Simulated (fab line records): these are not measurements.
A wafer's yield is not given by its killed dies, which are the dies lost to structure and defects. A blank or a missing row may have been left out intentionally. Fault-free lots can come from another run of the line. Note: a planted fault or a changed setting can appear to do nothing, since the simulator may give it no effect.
Chamber matching :: flow n5_finfet :: ald_metal-02 running N5_HKMG_FIN_ALD_21: 4 sister chambers
The step deposits TiN, target thk 1.5 nm, pulse time 1 s, purge time 3 s. 4 wafers are shown with their chamber, then 12 later ones without.

WAFERS PAIRED WITH THEIR CHAMBERS
wafer: L088.4
chamber: 1
heater_power_w (W): 856

wafer: L089.1
chamber: 0
heater_power_w (W): 1003

wafer: L089.3
chamber: 3
heater_power_w (W): 867

wafer: L089.6
chamber: 2
heater_power_w (W): 853

WAFERS WITH NO CHAMBER GIVEN
wafer: L091.1
heater_power_w (W): 852

wafer: L091.2
heater_power_w (W): 1020

wafer: L091.6
heater_power_w (W): 839

wafer: L092.1
heater_power_w (W): 988

wafer: L092.2
heater_power_w (W): 864

wafer: L092.3
heater_power_w (W): 838

wafer: L094.1
heater_power_w (W): 867

wafer: L094.4
heater_power_w (W): 855

wafer: L094.6
heater_power_w (W): 855

wafer: L096.3
heater_power_w (W): 854

wafer: L096.4
heater_power_w (W): 989

wafer: L096.6
heater_power_w (W): 981

WHICH CHAMBER EACH WENT THROUGH
wafer: L091.1
from the rows above: can't be placed: 2 or 1 or 3
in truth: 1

wafer: L091.2
from the rows above: 0
in truth: 0

wafer: L091.6
from the rows above: can't be placed: 2 or 1 or 3
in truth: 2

wafer: L092.1
from the rows above: 0
in truth: 0

wafer: L092.2
from the rows above: can't be placed: 3 or 1 or 2
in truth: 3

wafer: L092.3
from the rows above: can't be placed: 2 or 1 or 3
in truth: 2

wafer: L094.1
from the rows above: can't be placed: 3 or 1 or 2
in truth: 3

wafer: L094.4
from the rows above: can't be placed: 1 or 2 or 3
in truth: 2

wafer: L094.6
from the rows above: can't be placed: 1 or 2 or 3
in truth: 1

wafer: L096.3
from the rows above: can't be placed: 2 or 1 or 3
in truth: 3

wafer: L096.4
from the rows above: 0
in truth: 0

wafer: L096.6
from the rows above: 0
in truth: 0
Placed correctly: 4 of 12. Not placeable from these rows: 8 (in 8, the candidates include the true chamber). 0 placed wrongly.
How it was worked out, from the rows above alone: a wafer's distance from a chamber is the root of the sum, over the readings, of the square of ((its reading less the chamber's mean) divided by the reading's scatter). If the next closest chamber is less than 2 further off than the closest, the wafer can't be placed; otherwise it belongs to the closest. A chamber's mean is the mean of its shown wafers. The scatter (one wafer shown for each chamber): square how far every hidden wafer sits from the nearest shown wafer, average those squares and take the square root.
